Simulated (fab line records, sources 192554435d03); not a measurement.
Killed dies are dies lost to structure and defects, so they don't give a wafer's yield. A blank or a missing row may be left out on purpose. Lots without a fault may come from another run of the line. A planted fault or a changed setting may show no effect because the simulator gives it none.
Chamber matching | flow n5_finfet | N5_BEOL_M9_ETCH_65 on rie_diel-05: 4 sister chambers
The step etches SiARC in CF4, target depth 15.6 nm, time 26 s. 8 wafers are shown with their chamber, then 9 later ones without.

WAFERS WITH THEIR CHAMBER
wafer  | chamber | oes_product_au (a.u.) | throttle_valve_pct (%)
L078.6 | 2       | 0.59                  | 15.79
L082.4 | 0       | 0.72                  | 15.43
L082.6 | 3       | 0.64                  | 15.70
L085.4 | 3       | 0.64                  | 15.72
L085.6 | 0       | 0.72                  | 15.45
L091.4 | 1       | 0.77                  | 15.48
L091.5 | 1       | 0.77                  | 15.49
L091.6 | 2       | 0.58                  | 15.82

WAFERS WITHOUT THEIR CHAMBER
wafer  | oes_product_au (a.u.) | throttle_valve_pct (%)
L093.1 | 0.69                  | 15.47
L093.4 | 0.74                  | 15.52
L093.5 | 0.75                  | 15.48
L094.2 | 0.62                  | 15.75
L094.3 | 0.74                  | 15.49
L094.4 | 0.58                  | 15.83
L097.1 | 0.69                  | 15.48
L097.4 | 0.58                  | 15.83
L097.5 | 0.62                  | 15.75

WHICH CHAMBER EACH WENT THROUGH
wafer  | from the rows above     | in truth
L093.1 | 0                       | 0
L093.4 | can't be placed: 0 or 1 | 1
L093.5 | 1                       | 1
L094.2 | 3                       | 3
L094.3 | can't be placed: 0 or 1 | 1
L094.4 | 2                       | 2
L097.1 | 0                       | 0
L097.4 | 2                       | 2
L097.5 | 3                       | 3
Placed correctly: 7 of 9. Can't be placed from these rows: 2 (the true chamber is among the candidates in 2). Placed wrongly: 0.
How it was worked out, from the rows above alone: a wafer's distance from a chamber is the root of the sum, over the readings, of the square of ((its reading less the chamber's mean) divided by the reading's scatter). The wafer belongs to the nearest chamber; if the next one is less than 2 further off, it can't be placed. A chamber's mean is the mean of its shown wafers. The scatter: the root of (the sum of the squares of (reading less its chamber's mean) over the shown wafers, divided by (wafers less chambers)).
